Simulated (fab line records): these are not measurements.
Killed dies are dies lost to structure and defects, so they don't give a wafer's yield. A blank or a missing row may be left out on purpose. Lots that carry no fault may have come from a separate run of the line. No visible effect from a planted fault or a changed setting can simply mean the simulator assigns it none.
What tool caused it? / flow n5Finfet / 72 wafers from 24 lots sampled at 6 of the route's 1938 steps

## WHAT THE GAUGES SHOWED, per wafer
N5_BEOL_M11_INSPECT_30: inspects for defects (brightfield).
lot=L074; measured=day 10 13:04; on=defectInspect-02; rawDefectCount=556 518 764
lot=L075; measured=day 11 02:35; on=defectInspect-01; rawDefectCount=410 498 360
lot=L078; measured=day 11 06:38; on=defectInspect-02; rawDefectCount=278 433 324
lot=L077; measured=day 11 06:59; on=defectInspect-01; rawDefectCount=412 418 630
lot=L076; measured=day 11 09:16; on=defectInspect-02; rawDefectCount=315 393 328
lot=L079; measured=day 12 07:29; on=defectInspect-02; rawDefectCount=541 411 424
lot=L080; measured=day 12 07:48; on=defectInspect-01; rawDefectCount=486 567 455
lot=L081; measured=day 12 07:58; on=defectInspect-01; rawDefectCount=417 425 523
lot=L082; measured=day 12 18:07; on=defectInspect-02; rawDefectCount=415 441 364
lot=L084; measured=day 13 01:44; on=defectInspect-02; rawDefectCount=434 311 276
lot=L083; measured=day 13 10:18; on=defectInspect-01; rawDefectCount=559 500 467
lot=L085; measured=day 13 17:40; on=defectInspect-02; rawDefectCount=395 245 333
lot=L088; measured=day 14 07:04; on=defectInspect-01; rawDefectCount=516 563 526
lot=L086; measured=day 14 08:59; on=defectInspect-01; rawDefectCount=468 405 335
lot=L089; measured=day 14 12:10; on=defectInspect-01; rawDefectCount=468 446 575
lot=L087; measured=day 14 12:20; on=defectInspect-02; rawDefectCount=372 389 640
lot=L090; measured=day 14 14:31; on=defectInspect-01; rawDefectCount=512 480 441
lot=L092; measured=day 14 16:16; on=defectInspect-01; rawDefectCount=315 328 494
lot=L091; measured=day 15 02:11; on=defectInspect-02; rawDefectCount=372 384 399
lot=L093; measured=day 15 10:22; on=defectInspect-01; rawDefectCount=338 629 302
lot=L094; measured=day 16 02:04; on=defectInspect-02; rawDefectCount=268 326 327
lot=L095; measured=day 16 02:37; on=defectInspect-02; rawDefectCount=328 402 522
lot=L097; measured=day 16 02:46; on=defectInspect-02; rawDefectCount=298 289 337
lot=L096; measured=day 16 13:23; on=defectInspect-01; rawDefectCount=408 495 781

N5_BEOL_M12_OVL_MEAS_11.
lot=L074; measured=day 10 16:34; on=overlay-02; V11_OVL (nm)=-3 1 10
lot=L075; measured=day 11 06:31; on=overlay-01; V11_OVL (nm)=5 6 4
lot=L078; measured=day 11 10:40; on=overlay-01; V11_OVL (nm)=-10 -3 -6
lot=L077; measured=day 11 11:07; on=overlay-02; V11_OVL (nm)=-13 -18 -7
lot=L076; measured=day 11 13:12; on=overlay-01; V11_OVL (nm)=5 -8 -7
lot=L079; measured=day 12 11:26; on=overlay-01; V11_OVL (nm)=-1 -4 0
lot=L080; measured=day 12 11:52; on=overlay-01; V11_OVL (nm)=-10 -12 -9
lot=L081; measured=day 12 12:32; on=overlay-02; V11_OVL (nm)=-3 4 -2
lot=L082; measured=day 12 22:15; on=overlay-01; V11_OVL (nm)=-7 -4 -5
lot=L084; measured=day 13 06:19; on=overlay-02; V11_OVL (nm)=-13 9 -6
lot=L083; measured=day 13 14:19; on=overlay-02; V11_OVL (nm)=2 -1 6
lot=L085; measured=day 13 21:30; on=overlay-01; V11_OVL (nm)=-11 -12 -4
lot=L088; measured=day 14 11:28; on=overlay-01; V11_OVL (nm)=-3 0 5
lot=L086; measured=day 14 14:15; on=overlay-02; V11_OVL (nm)=3 -3 -5
lot=L089; measured=day 14 16:37; on=overlay-02; V11_OVL (nm)=-2 -1 0
lot=L087; measured=day 14 16:59; on=overlay-02; V11_OVL (nm)=11 0 -1
lot=L090; measured=day 14 19:11; on=overlay-01; V11_OVL (nm)=-9 1 -2
lot=L092; measured=day 14 20:07; on=overlay-01; V11_OVL (nm)=8 -5 -2
lot=L091; measured=day 15 06:13; on=overlay-02; V11_OVL (nm)=-14 -3 -9
lot=L093; measured=day 15 13:58; on=overlay-02; V11_OVL (nm)=5 -2 0
lot=L094; measured=day 16 05:57; on=overlay-01; V11_OVL (nm)=-13 -2 -4
lot=L095; measured=day 16 06:44; on=overlay-02; V11_OVL (nm)=-13 -13 0
lot=L097; measured=day 16 06:57; on=overlay-02; V11_OVL (nm)=2 -2 -5
lot=L096; measured=day 16 17:15; on=overlay-02; V11_OVL (nm)=-6 -15 -10

N5_BEOL_M12_RS_MEAS_54: uses a four-point probe to measure.
lot=L074; measured=day 10 23:23; on=filmMetro-02; M12_RS (ohm/sq)=0.0607 0.0611 0.0613
lot=L075; measured=day 11 10:20; on=filmMetro-02; M12_RS (ohm/sq)=0.0604 0.0596 0.0604
lot=L078; measured=day 11 17:38; on=filmMetro-02; M12_RS (ohm/sq)=0.0595 0.0600 0.0598
lot=L077; measured=day 11 18:48; on=filmMetro-02; M12_RS (ohm/sq)=0.0602 0.0628 0.0603
lot=L076; measured=day 11 19:29; on=filmMetro-02; M12_RS (ohm/sq)=0.0590 0.0605 0.0591
lot=L079; measured=day 12 21:08; on=filmMetro-01; M12_RS (ohm/sq)=0.0612 0.0598 0.0613
lot=L080; measured=day 12 20:10; on=filmMetro-02; M12_RS (ohm/sq)=0.0623 0.0622 0.0597
lot=L081; measured=day 12 21:13; on=filmMetro-02; M12_RS (ohm/sq)=0.0594 0.0607 0.0623
lot=L082; measured=day 13 02:13; on=filmMetro-02; M12_RS (ohm/sq)=0.0601 0.0597 0.0603
lot=L084; measured=day 13 14:44; on=filmMetro-01; M12_RS (ohm/sq)=0.0589 0.0603 0.0602
lot=L083; measured=day 13 17:34; on=filmMetro-02; M12_RS (ohm/sq)=0.0595 0.0611 0.0603
lot=L085; measured=day 14 03:34; on=filmMetro-02; M12_RS (ohm/sq)=0.0607 0.0606 0.0600
lot=L088; measured=day 14 16:03; on=filmMetro-02; M12_RS (ohm/sq)=0.0589 0.0582 0.0597
lot=L086; measured=day 14 19:12; on=filmMetro-02; M12_RS (ohm/sq)=0.0597 0.0613 0.0593
lot=L089; measured=day 14 22:17; on=filmMetro-01; M12_RS (ohm/sq)=0.0611 0.0601 0.0597
lot=L087; measured=day 14 23:14; on=filmMetro-02; M12_RS (ohm/sq)=0.0597 0.0613 0.0596
lot=L090; measured=day 15 01:13; on=filmMetro-01; M12_RS (ohm/sq)=0.0596 0.0611 0.0599
lot=L092; measured=day 15 02:11; on=filmMetro-02; M12_RS (ohm/sq)=0.0608 0.0597 0.0599
lot=L091; measured=day 15 13:12; on=filmMetro-02; M12_RS (ohm/sq)=0.0596 0.0596 0.0612
lot=L093; measured=day 15 19:53; on=filmMetro-02; M12_RS (ohm/sq)=0.0591 0.0599 0.0590
lot=L094; measured=day 16 12:22; on=filmMetro-02; M12_RS (ohm/sq)=0.0607 0.0600 0.0607
lot=L095; measured=day 16 12:16; on=filmMetro-02; M12_RS (ohm/sq)=0.0593 0.0591 0.0599
lot=L097; measured=day 16 15:41; on=filmMetro-01; M12_RS (ohm/sq)=0.0597 0.0590 0.0593
lot=L096; measured=day 16 21:55; on=filmMetro-02; M12_RS (ohm/sq)=0.0601 0.0597 0.0595

N5_BEOL_M12_INSPECT_55: inspects for defects (darkfield).
lot=L074; measured=day 10 23:25; on=defectInspect-02; rawDefectCount=85 65 47
lot=L075; measured=day 11 10:22; on=defectInspect-02; rawDefectCount=33 39 36
lot=L078; measured=day 11 17:40; on=defectInspect-02; rawDefectCount=45 69 49
lot=L077; measured=day 11 18:49; on=defectInspect-02; rawDefectCount=48 60 65
lot=L076; measured=day 11 19:31; on=defectInspect-02; rawDefectCount=52 37 78
lot=L079; measured=day 12 21:10; on=defectInspect-02; rawDefectCount=61 37 43
lot=L080; measured=day 12 20:11; on=defectInspect-02; rawDefectCount=54 40 60
lot=L081; measured=day 12 21:15; on=defectInspect-01; rawDefectCount=67 57 67
lot=L082; measured=day 13 02:14; on=defectInspect-02; rawDefectCount=26 58 70
lot=L084; measured=day 13 14:45; on=defectInspect-02; rawDefectCount=87 89 98
lot=L083; measured=day 13 17:36; on=defectInspect-01; rawDefectCount=75 104 57
lot=L085; measured=day 14 03:36; on=defectInspect-01; rawDefectCount=61 126 136
lot=L088; measured=day 14 16:04; on=defectInspect-02; rawDefectCount=63 69 104
lot=L086; measured=day 14 19:14; on=defectInspect-02; rawDefectCount=37 58 69
lot=L089; measured=day 14 22:19; on=defectInspect-02; rawDefectCount=43 56 47
lot=L087; measured=day 14 23:16; on=defectInspect-01; rawDefectCount=70 58 47
lot=L090; measured=day 15 01:14; on=defectInspect-01; rawDefectCount=58 54 51
lot=L092; measured=day 15 02:13; on=defectInspect-02; rawDefectCount=36 42 59
lot=L091; measured=day 15 13:13; on=defectInspect-02; rawDefectCount=32 68 61
lot=L093; measured=day 15 19:54; on=defectInspect-02; rawDefectCount=83 69 75
lot=L094; measured=day 16 12:24; on=defectInspect-02; rawDefectCount=44 66 55
lot=L095; measured=day 16 12:17; on=defectInspect-01; rawDefectCount=60 82 71
lot=L097; measured=day 16 15:43; on=defectInspect-01; rawDefectCount=97 74 108
lot=L096; measured=day 16 21:57; on=defectInspect-02; rawDefectCount=74 54 70

## EACH LOT AND THE TOOL THAT RAN IT (in order: tool; ch and the chambers of the sampled wafers; start)
lot=L074; N5_BEOL_M12_ETCH_68=rieDiel-02 ch 0,2,3, day 10 17:42; N5_BEOL_M12_PRE_CLEAN_42=pvdSputter-01, day 10 22:13
lot=L075; N5_BEOL_M12_ETCH_68=rieDiel-02 ch 0,1, day 11 07:49; N5_BEOL_M12_PRE_CLEAN_42=pvdSputter-01, day 11 08:44
lot=L078; N5_BEOL_M12_ETCH_68=rieDiel-02 ch 1,2, day 11 12:31; N5_BEOL_M12_PRE_CLEAN_42=pvdSputter-01, day 11 15:46
lot=L077; N5_BEOL_M12_ETCH_68=rieDiel-06 ch 1,2,3, day 11 12:37; N5_BEOL_M12_PRE_CLEAN_42=pvdSputter-03, day 11 17:35
lot=L076; N5_BEOL_M12_ETCH_68=rieDiel-01 ch 0,1,3, day 11 14:28; N5_BEOL_M12_PRE_CLEAN_42=pvdSputter-01, day 11 18:19
lot=L079; N5_BEOL_M12_ETCH_68=rieDiel-02 ch 0,1,2, day 12 12:41; N5_BEOL_M12_PRE_CLEAN_42=pvdSputter-03, day 12 19:58
lot=L080; N5_BEOL_M12_ETCH_68=rieDiel-06 ch 0,3, day 12 13:09; N5_BEOL_M12_PRE_CLEAN_42=pvdSputter-01, day 12 18:59
lot=L081; N5_BEOL_M12_ETCH_68=rieDiel-06 ch 1,2,3, day 12 13:49; N5_BEOL_M12_PRE_CLEAN_42=pvdSputter-01, day 12 20:02
lot=L082; N5_BEOL_M12_ETCH_68=rieDiel-02 ch 0,2,3, day 12 23:23; N5_BEOL_M12_PRE_CLEAN_42=pvdSputter-02, day 13 01:00
lot=L084; N5_BEOL_M12_ETCH_68=rieDiel-06 ch 0,2, day 13 07:32; N5_BEOL_M12_PRE_CLEAN_42=pvdSputter-01, day 13 13:03
lot=L083; N5_BEOL_M12_ETCH_68=rieDiel-02 ch 0,2,3, day 13 15:32; N5_BEOL_M12_PRE_CLEAN_42=pvdSputter-01, day 13 16:23
lot=L085; N5_BEOL_M12_ETCH_68=rieDiel-02 ch 0,2,3, day 13 22:42; N5_BEOL_M12_PRE_CLEAN_42=pvdSputter-01, day 14 02:23
lot=L088; N5_BEOL_M12_ETCH_68=rieDiel-06 ch 0,2,3, day 14 13:02; N5_BEOL_M12_PRE_CLEAN_42=pvdSputter-02, day 14 14:10
lot=L086; N5_BEOL_M12_ETCH_68=rieDiel-01 ch 0,1, day 14 15:30; N5_BEOL_M12_PRE_CLEAN_42=pvdSputter-01, day 14 18:01
lot=L089; N5_BEOL_M12_ETCH_68=rieDiel-02 ch 2,3, day 14 17:53; N5_BEOL_M12_PRE_CLEAN_42=pvdSputter-03, day 14 21:06
lot=L087; N5_BEOL_M12_ETCH_68=rieDiel-02 ch 1,2,3, day 14 18:25; N5_BEOL_M12_PRE_CLEAN_42=pvdSputter-03, day 14 21:35
lot=L090; N5_BEOL_M12_ETCH_68=rieDiel-02 ch 1,2,3, day 14 20:37; N5_BEOL_M12_PRE_CLEAN_42=pvdSputter-02, day 15 00:01
lot=L092; N5_BEOL_M12_ETCH_68=rieDiel-02 ch 0,1, day 14 21:16; N5_BEOL_M12_PRE_CLEAN_42=pvdSputter-02, day 15 00:59
lot=L091; N5_BEOL_M12_ETCH_68=rieDiel-01 ch 1,2,3, day 15 07:23; N5_BEOL_M12_PRE_CLEAN_42=pvdSputter-02, day 15 11:52
lot=L093; N5_BEOL_M12_ETCH_68=rieDiel-01 ch 2,3, day 15 15:32; N5_BEOL_M12_PRE_CLEAN_42=pvdSputter-01, day 15 18:22
lot=L094; N5_BEOL_M12_ETCH_68=rieDiel-06 ch 0,1,2, day 16 07:34; N5_BEOL_M12_PRE_CLEAN_42=pvdSputter-03, day 16 11:04
lot=L095; N5_BEOL_M12_ETCH_68=rieDiel-06 ch 0,2,3, day 16 08:14; N5_BEOL_M12_PRE_CLEAN_42=pvdSputter-01, day 16 11:04
lot=L097; N5_BEOL_M12_ETCH_68=rieDiel-01 ch 0,2, day 16 08:38; N5_BEOL_M12_PRE_CLEAN_42=pvdSputter-01, day 16 14:31
lot=L096; N5_BEOL_M12_ETCH_68=rieDiel-06 ch 0,1, day 16 18:23; N5_BEOL_M12_PRE_CLEAN_42=pvdSputter-03, day 16 20:43
- N5_BEOL_M12_ETCH_68: etches SOC in N2/H2, time 285 s.
- N5_BEOL_M12_PRE_CLEAN_42: time 30 s.

## WHAT THE TOOLS THEMSELVES READ (means of the sampled wafers that have a number; where no wafer has one, the mark that the record gives instead)
N5_BEOL_M12_ETCH_68.
lot=L074; tool=rieDiel-02; drypumpMotorCurrentA (A)=5.9; oesProductAu (a.u.)=0.85; rfVppV (V)=525.2; showerheadPlenumPTorr (Torr)=2.58; throttleValvePct (%)=17.46
lot=L075; tool=rieDiel-02; drypumpMotorCurrentA (A)=5.9; oesProductAu (a.u.)=0.78; rfVppV (V)=525.1; showerheadPlenumPTorr (Torr)=2.58; throttleValvePct (%)=17.71
lot=L078; tool=rieDiel-02; drypumpMotorCurrentA (A)=6.0; oesProductAu (a.u.)=0.80; rfVppV (V)=525.0; showerheadPlenumPTorr (Torr)=2.58; throttleValvePct (%)=17.54
lot=L077; tool=rieDiel-06; drypumpMotorCurrentA (A)=5.9; oesProductAu (a.u.)=0.79; rfVppV (V)=523.4; showerheadPlenumPTorr (Torr)=2.52; throttleValvePct (%)=17.93
lot=L076; tool=rieDiel-01; drypumpMotorCurrentA (A)=5.8; oesProductAu (a.u.)=0.85; rfVppV (V)=526.4; showerheadPlenumPTorr (Torr)=2.62; throttleValvePct (%)=17.74
lot=L079; tool=rieDiel-02; drypumpMotorCurrentA (A)=5.9; oesProductAu (a.u.)=0.79; rfVppV (V)=525.9; showerheadPlenumPTorr (Torr)=2.57; throttleValvePct (%)=17.63
lot=L080; tool=rieDiel-06; drypumpMotorCurrentA (A)=5.7; oesProductAu (a.u.)=0.72; rfVppV (V)=522.4; showerheadPlenumPTorr (Torr)=2.48; throttleValvePct (%)=18.12
lot=L081; tool=rieDiel-06; drypumpMotorCurrentA (A)=5.9; oesProductAu (a.u.)=0.78; rfVppV (V)=522.2; showerheadPlenumPTorr (Torr)=2.51; throttleValvePct (%)=17.94
lot=L082; tool=rieDiel-02; drypumpMotorCurrentA (A)=5.9; oesProductAu (a.u.)=0.83; rfVppV (V)=525.4; showerheadPlenumPTorr (Torr)=2.57; throttleValvePct (%)=17.49
lot=L084; tool=rieDiel-06; drypumpMotorCurrentA (A)=5.9; oesProductAu (a.u.)=0.83; rfVppV (V)=521.7; showerheadPlenumPTorr (Torr)=2.47; throttleValvePct (%)=17.89
lot=L083; tool=rieDiel-02; drypumpMotorCurrentA (A)=5.9; oesProductAu (a.u.)=0.82; rfVppV (V)=523.8; showerheadPlenumPTorr (Torr)=2.57; throttleValvePct (%)=17.50
lot=L085; tool=rieDiel-02; drypumpMotorCurrentA (A)=5.9; oesProductAu (a.u.)=0.81; rfVppV (V)=523.5; showerheadPlenumPTorr (Torr)=2.57; throttleValvePct (%)=17.50
lot=L088; tool=rieDiel-06; drypumpMotorCurrentA (A)=5.8; oesProductAu (a.u.)=0.88; rfVppV (V)=521.6; showerheadPlenumPTorr (Torr)=2.47; throttleValvePct (%)=17.87
lot=L086; tool=rieDiel-01; drypumpMotorCurrentA (A)=6.0; oesProductAu (a.u.)=0.81; rfVppV (V)=525.3; showerheadPlenumPTorr (Torr)=2.61; throttleValvePct (%)=17.77
lot=L089; tool=rieDiel-02; drypumpMotorCurrentA (A)=6.0; oesProductAu (a.u.)=0.82; rfVppV (V)=524.4; showerheadPlenumPTorr (Torr)=2.57; throttleValvePct (%)=17.43
lot=L087; tool=rieDiel-02; drypumpMotorCurrentA (A)=5.7; oesProductAu (a.u.)=0.87; rfVppV (V)=525.5; showerheadPlenumPTorr (Torr)=2.57; throttleValvePct (%)=17.52
lot=L090; tool=rieDiel-02; drypumpMotorCurrentA (A)=5.7; oesProductAu (a.u.)=0.87; rfVppV (V)=525.0; showerheadPlenumPTorr (Torr)=2.57; throttleValvePct (%)=17.51
lot=L092; tool=rieDiel-02; drypumpMotorCurrentA (A)=5.7; oesProductAu (a.u.)=0.91; rfVppV (V)=525.0; showerheadPlenumPTorr (Torr)=2.57; throttleValvePct (%)=17.64
lot=L091; tool=rieDiel-01; drypumpMotorCurrentA (A)=5.7; oesProductAu (a.u.)=0.86; rfVppV (V)=525.1; showerheadPlenumPTorr (Torr)=2.57; throttleValvePct (%)=17.67
lot=L093; tool=rieDiel-01; drypumpMotorCurrentA (A)=5.7; oesProductAu (a.u.)=0.88; rfVppV (V)=525.4; showerheadPlenumPTorr (Torr)=2.61; throttleValvePct (%)=17.61
lot=L094; tool=rieDiel-06; drypumpMotorCurrentA (A)=6.1; oesProductAu (a.u.)=0.80; rfVppV (V)=523.5; showerheadPlenumPTorr (Torr)=2.50; throttleValvePct (%)=17.96
lot=L095; tool=rieDiel-06; drypumpMotorCurrentA (A)=5.8; oesProductAu (a.u.)=0.85; rfVppV (V)=521.6; showerheadPlenumPTorr (Torr)=2.47; throttleValvePct (%)=17.89
lot=L097; tool=rieDiel-01; drypumpMotorCurrentA (A)=6.0; oesProductAu (a.u.)=0.86; rfVppV (V)=525.5; showerheadPlenumPTorr (Torr)=2.61; throttleValvePct (%)=17.60
lot=L096; tool=rieDiel-06; drypumpMotorCurrentA (A)=6.3; oesProductAu (a.u.)=0.81; rfVppV (V)=522.7; showerheadPlenumPTorr (Torr)=2.49; throttleValvePct (%)=18.05

N5_BEOL_M12_PRE_CLEAN_42.
lot=L074; tool=pvdSputter-01; heaterPowerW (W)=346
lot=L075; tool=pvdSputter-01; heaterPowerW (W)=351
lot=L078; tool=pvdSputter-01; heaterPowerW (W)=347
lot=L077; tool=pvdSputter-03; heaterPowerW (W)=287
lot=L076; tool=pvdSputter-01; heaterPowerW (W)=344
lot=L079; tool=pvdSputter-03; heaterPowerW (W)=290
lot=L080; tool=pvdSputter-01; heaterPowerW (W)=349
lot=L081; tool=pvdSputter-01; heaterPowerW (W)=353
lot=L082; tool=pvdSputter-02; heaterPowerW (W)=327
lot=L084; tool=pvdSputter-01; heaterPowerW (W)=350
lot=L083; tool=pvdSputter-01; heaterPowerW (W)=356
lot=L085; tool=pvdSputter-01; heaterPowerW (W)=347
lot=L088; tool=pvdSputter-02; heaterPowerW (W)=310
lot=L086; tool=pvdSputter-01; heaterPowerW (W)=351
lot=L089; tool=pvdSputter-03; heaterPowerW (W)=297
lot=L087; tool=pvdSputter-03; heaterPowerW (W)=301
lot=L090; tool=pvdSputter-02; heaterPowerW (W)=308
lot=L092; tool=pvdSputter-02; heaterPowerW (W)=324
lot=L091; tool=pvdSputter-02; heaterPowerW (W)=334
lot=L093; tool=pvdSputter-01; heaterPowerW (W)=345
lot=L094; tool=pvdSputter-03; heaterPowerW (W)=289
lot=L095; tool=pvdSputter-01; heaterPowerW (W)=348
lot=L097; tool=pvdSputter-01; heaterPowerW (W)=349
lot=L096; tool=pvdSputter-03; heaterPowerW (W)=294

## THE ANSWER, worked out from the rows above alone
Rule: usual is defined by the lots themselves. Put in order of their means at a reading, lots are off if they are a third of the lots or fewer, leave a main group of 4 or more, and stand apart from it by a gap of 3 or more times the standard deviation of the main group's means; of several such gaps the widest counts. The tables above print the reading to a certain number of digits; a main group whose means all agree to those digits is not used. Also off: a lot with no number at a reading for which 4 or more lots have one. Where the step has rows for the other lots, those lots are counted as sound. Order of review: gauges by route order, followed by the tools' own readings, for which a lot's mean as printed above is used. The first step at which some lot is off is used, and at that step the reading that is off furthest; a lot without a number counts as furthest.
Across all readings shown, no lot is off: no conclusion can be drawn from this.

## WHAT THE SIMULATOR HAD INSERTED
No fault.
